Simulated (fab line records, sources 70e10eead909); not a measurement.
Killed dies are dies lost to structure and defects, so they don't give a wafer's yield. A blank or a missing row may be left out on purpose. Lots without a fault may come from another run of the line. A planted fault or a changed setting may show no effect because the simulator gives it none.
Problem report in the 8D (eight disciplines) form, filled by code | flow nand_harc | the parts of the form that need people (team, actions taken, sign-off) are left out

1. THE PROBLEM
killed_at_periphery at NHARC_END_SORT_01 reads a mean of 67.7 on 6 wafers of 2 lots; wafers without a fault read 3.9 with a standard deviation of 2.6. That is +25 standard deviations from the usual mean.
First seen on wafer L842.1, day 25 03:33, on prober-01. The record holds 12 wafers of 4 lots with a number at this step. Rule for "out", or "out of limits": more than 4 standard deviations from the usual mean. The other wafers with a number count as sound.

2. WHAT IT IS AND WHAT IT IS NOT
question                    | is                                                                                                                  | is not
which readings at this step | killed_at_periphery, defect_limited_yield, killed_dies, sort_bin_2_pct, sort_bin_3_pct, sort_n_pass, sort_yield_pct | killed_at_array, killed_at_other, killed_short
which lots                  | L842, L844                                                                                                          | L832, L834
which wafers of those lots  | all that have a number                                                                                              | -
read on which gauges        | prober-01, prober-02                                                                                                | -
when                        | from day 25 03:33                                                                                                   | up to then (6 sound wafers)

3. SUSPECTS, AND WHAT RULES EACH OUT
Counting: a tool at a process step up to the reading stays a suspect if it ran every lot that is out and no sound lot after the first of them.
- the gauge at NHARC_END_SORT_01: ruled out. The wafers that are out were read on 2 gauges (prober-01, prober-02).
- rie_diel-04 at NHARC_P_BONDPAD_ETCH_37 (etches the open film in N2/H2, target depth 60 nm, overetch 18 nm, time 65.91 s): kept. It ran every lot that is out, first L842 (day 11 14:52), and no sound lot after that; its last sound lot up to then is L834 (day 9 17:48).
Left after counting: rie_diel-04 at NHARC_P_BONDPAD_ETCH_37.

4. THE CAUSE (what the simulator had put in)
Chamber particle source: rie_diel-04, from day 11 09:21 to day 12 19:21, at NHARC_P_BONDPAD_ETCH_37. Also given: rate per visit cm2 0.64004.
Counting left only this tool.

5. THE CHAIN OF EFFECTS, in route order
Each row: a reading whose mean over the struck wafers that have a number lies more than 3 standard deviations from the usual. Only readings for which the record gives a usual standard deviation are gone through. hours: the time from each lot's start at the first step in this table that gives one to its start at this step, as a median over the lots. sigmas: the change in usual standard deviations.
hours | step              | reading              | usual  | on struck wafers | change | sigmas
0     | NHARC_END_SORT_01 | defect_limited_yield | 95.5 % | 86.2             | -9.3   | -6.6
0     | NHARC_END_SORT_01 | killed_at_periphery  | 3.9    | 67.7             | +63.8  | +25
0     | NHARC_END_SORT_01 | killed_dies          | 31     | 94               | +62    | +6.4
0     | NHARC_END_SORT_01 | sort_bin_2_pct       | 1.4 %  | 5.7              | +4.3   | +7.2
0     | NHARC_END_SORT_01 | sort_bin_3_pct       | 0.23 % | 2.56             | +2.33  | +12
0     | NHARC_END_SORT_01 | sort_n_pass          | 646    | 584              | -62    | -6.4
0     | NHARC_END_SORT_01 | sort_yield_pct       | 95.5 % | 86.2             | -9.3   | -6.6

6. WHAT WOULD HAVE CAUGHT IT SOONER
In this record the first reading out of limits at a measuring or inspecting step was taken at day 25 03:33, 330 hours after the fault began at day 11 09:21.
Of the tool readings at NHARC_P_BONDPAD_ETCH_37 for which the record gives a usual standard deviation, none was out on any struck wafer, so an alarm limit of 4 standard deviations on them would not have fired.
All the lots that are out (2) had begun NHARC_P_BONDPAD_ETCH_37 on rie_diel-04 by day 25 03:33. A hold on the tool at that time would have spared none of them.
